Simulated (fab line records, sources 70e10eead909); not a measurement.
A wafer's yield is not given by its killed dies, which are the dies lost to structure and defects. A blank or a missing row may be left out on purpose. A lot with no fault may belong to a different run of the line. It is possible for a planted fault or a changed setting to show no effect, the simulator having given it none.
The tool behind it: which one? + flow nand_harc + 42 wafers from 14 lots sampled at 2 of the route's 1159 steps

WHAT THE GAUGES SHOWED, per wafer
NHARC_P_M2_THK_MEAS_24: measures by xrf. Usual: thk_nm 144.1 nm, standard deviation 1.7.
| lot  | measured     | on            | thk_nm (nm)       | flag |
|------|--------------|---------------|-------------------|------|
| L846 | day 6 05:34  | film_metro-02 | 144.9 146.1 144.8 |      |
| L847 | day 6 06:35  | film_metro-02 | 146.8 145.0 144.5 |      |
| L848 | day 6 21:05  | film_metro-01 | 144.2 143.2 142.2 |      |
| L850 | day 7 06:01  | film_metro-02 | 144.5 143.7 144.0 |      |
| L851 | day 7 16:53  | film_metro-02 | 144.4 147.2 145.0 |      |
| L852 | day 7 19:58  | film_metro-02 | 145.4 141.6 144.4 |      |
| L861 | day 10 05:13 | film_metro-02 | 143.1 143.5 146.2 |      |
| L862 | day 10 06:23 | film_metro-02 | 146.3 142.8 145.5 |      |
| L864 | day 10 20:52 | film_metro-01 | 141.8 142.4 141.0 |      |
| L865 | day 10 22:23 | film_metro-01 | 146.3 147.1 146.6 |      |
| L866 | day 11 11:07 | film_metro-01 | 144.9 144.1 143.3 |      |
| L867 | day 11 15:02 | film_metro-01 | 142.1 144.7 140.6 |      |
| L868 | day 11 15:45 | film_metro-02 | 146.2 142.5 145.3 |      |
| L869 | day 12 14:59 | film_metro-01 | 142.9 144.5 140.9 |      |

WHICH TOOL RAN EACH LOT (tool, then ch and the chambers of the sampled wafers, then the start)
| lot  | NHARC_P_M2_ETCH_28                            |
|------|-----------------------------------------------|
| L846 | rie_diel-06 ch 1,2, day 6 05:34 or earlier    |
| L847 | rie_diel-12 ch 0,1,3, day 6 06:35 or earlier  |
| L848 | rie_diel-06 ch 0,2, day 6 21:05 or earlier    |
| L850 | rie_diel-06 ch 0,2, day 7 06:01 or earlier    |
| L851 | rie_diel-06 ch 0,1,2, day 7 16:53 or earlier  |
| L852 | rie_diel-06 ch 0,3, day 7 19:58 or earlier    |
| L861 | rie_diel-12 ch 0,1,2, day 10 05:13 or earlier |
| L862 | rie_diel-13 ch 0,2, day 10 06:23 or earlier   |
| L864 | rie_diel-12 ch 0,3, day 10 20:52 or earlier   |
| L865 | rie_diel-06 ch 0,2,3, day 10 22:23 or earlier |
| L866 | rie_diel-12 ch 1,2,3, day 11 11:07 or earlier |
| L867 | rie_diel-06 ch 0,1,2, day 11 15:02 or earlier |
| L868 | rie_diel-06 ch 0,2,3, day 11 15:45 or earlier |
| L869 | rie_diel-06 ch 1,2,3, day 12 14:59 or earlier |
- NHARC_P_M2_ETCH_28: etches the open film in CF4/N2, target depth 30 nm, time 72.99 s.

WHAT THE TOOLS THEMSELVES READ (means of the sampled wafers that have a number; where no wafer has one, the mark that the record gives instead)
NHARC_P_M2_ETCH_28. Usual: drypump_motor_current_A 5.8 A, standard deviation 0.38; oes_product_au 1.000 a.u., standard deviation 0.012; rf_vpp_V 314.2 V, standard deviation 2; showerhead_plenum_p_Torr 2.63 Torr, standard deviation 0.12; throttle_valve_pct 19.795 %, standard deviation 0.0091.
| lot  | tool        | drypump_motor_current_A (A) | oes_product_au (a.u.) | rf_vpp_V (V) | showerhead_plenum_p_Torr (Torr) | throttle_valve_pct (%) | flag |
|------|-------------|-----------------------------|-----------------------|--------------|---------------------------------|------------------------|------|
| L846 | rie_diel-06 | 5.9                         | 1.005                 | 316.5        | 2.74                            | 19.793                 |      |
| L847 | rie_diel-12 | 5.6                         | 1.002                 | 314.8        | 2.65                            | 19.792                 |      |
| L848 | rie_diel-06 | 5.7                         | 1.005                 | 315.5        | 2.72                            | 19.811                 |      |
| L850 | rie_diel-06 | 5.5                         | 1.011                 | 313.9        | 2.62                            | 19.792                 |      |
| L851 | rie_diel-06 | 5.7                         | 1.003                 | 314.9        | 2.68                            | 19.791                 |      |
| L852 | rie_diel-06 | 5.7                         | 1.004                 | 311.9        | 2.52                            | 19.782                 |      |
| L861 | rie_diel-12 | 5.5                         | 1.001                 | 313.9        | 2.60                            | 19.788                 |      |
| L862 | rie_diel-13 | 5.3                         | 1.033                 | 313.0        | 2.54                            | 19.786                 |      |
| L864 | rie_diel-12 | 5.5                         | 1.005                 | 315.8        | 2.71                            | 19.795                 |      |
| L865 | rie_diel-06 | 5.9                         | 0.994                 | 313.7        | 2.63                            | 19.799                 |      |
| L866 | rie_diel-12 | 5.7                         | 1.002                 | 314.0        | 2.58                            | 19.798                 |      |
| L867 | rie_diel-06 | 5.7                         | 0.996                 | 315.9        | 2.68                            | 19.791                 |      |
| L868 | rie_diel-06 | 5.9                         | 0.998                 | 313.2        | 2.63                            | 19.793                 |      |
| L869 | rie_diel-06 | 6.1                         | 0.999                 | 314.6        | 2.69                            | 19.794                 |      |

THE ANSWER, worked out from the rows above alone
Rule: a lot counts as off when the mean over its wafers that have a number is more than 3 standard deviations away from the usual mean. A lot without any number at a reading at which 4 lots or more have one is off too. All remaining lots with rows at the step are treated as sound. Order of review: gauges by route order, followed by the tools' own readings, for which a lot's mean as printed above is used. At the first step where some lot is off, the reading lying furthest off is the one used; lots without a number count as furthest.
No lot is off on any of the readings shown, so nothing can be concluded from this.

WHAT HAD BEEN PUT IN BY THE SIMULATOR
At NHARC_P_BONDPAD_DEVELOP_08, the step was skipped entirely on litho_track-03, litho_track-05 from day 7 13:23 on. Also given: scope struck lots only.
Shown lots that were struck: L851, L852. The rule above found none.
